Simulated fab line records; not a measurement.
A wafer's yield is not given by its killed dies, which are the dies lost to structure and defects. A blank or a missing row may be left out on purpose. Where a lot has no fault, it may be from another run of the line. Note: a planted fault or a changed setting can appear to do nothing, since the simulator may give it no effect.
Chamber matching | flow nand_harc | ald_hk-04 running NHARC_A_CHANNEL_FILL_D1_ALD_16: 4 sister chambers
The step deposits SiO2, target thk 1.5 nm, pulse time 10 s, ald cycles 15. 4 wafers are shown with their chamber, then 7 later ones without.

EACH WAFER AND ITS CHAMBER
wafer  | chamber | heater_power_w (W)
L086.5 | 1       | 540
L089.4 | 2       | 471
L093.1 | 3       | 469
L093.5 | 0       | 429

WAFERS MISSING THEIR CHAMBER
wafer  | heater_power_w (W)
L093.6 | 465
L096.1 | 437
L096.5 | 473
L096.6 | 475
L097.1 | 535
L097.2 | 476
L097.6 | 464

WHICH CHAMBER EACH ONE RAN IN
wafer  | from the rows above     | in truth
L093.6 | can't be placed: 3 or 2 | 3
L096.1 | 0                       | 0
L096.5 | can't be placed: 2 or 3 | 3
L096.6 | can't be placed: 2 or 3 | 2
L097.1 | 1                       | 1
L097.2 | can't be placed: 2 or 3 | 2
L097.6 | can't be placed: 3 or 2 | 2
Correctly placed: 2 of 7. Not placeable from these rows: 5 (in 5, the candidates include the true chamber). Wrongly placed: 0.
How it was worked out, from the rows above alone: a wafer's distance from a chamber is the root of the sum, over the readings, of the square of ((its reading less the chamber's mean) divided by the reading's scatter). If the next closest chamber is less than 2 further off than the closest, the wafer can't be placed; otherwise it belongs to the closest. A chamber's mean is the mean of its shown wafers. The scatter: with one shown wafer a chamber, the root of the mean of the squares of how far each hidden wafer lies from its nearest shown one.
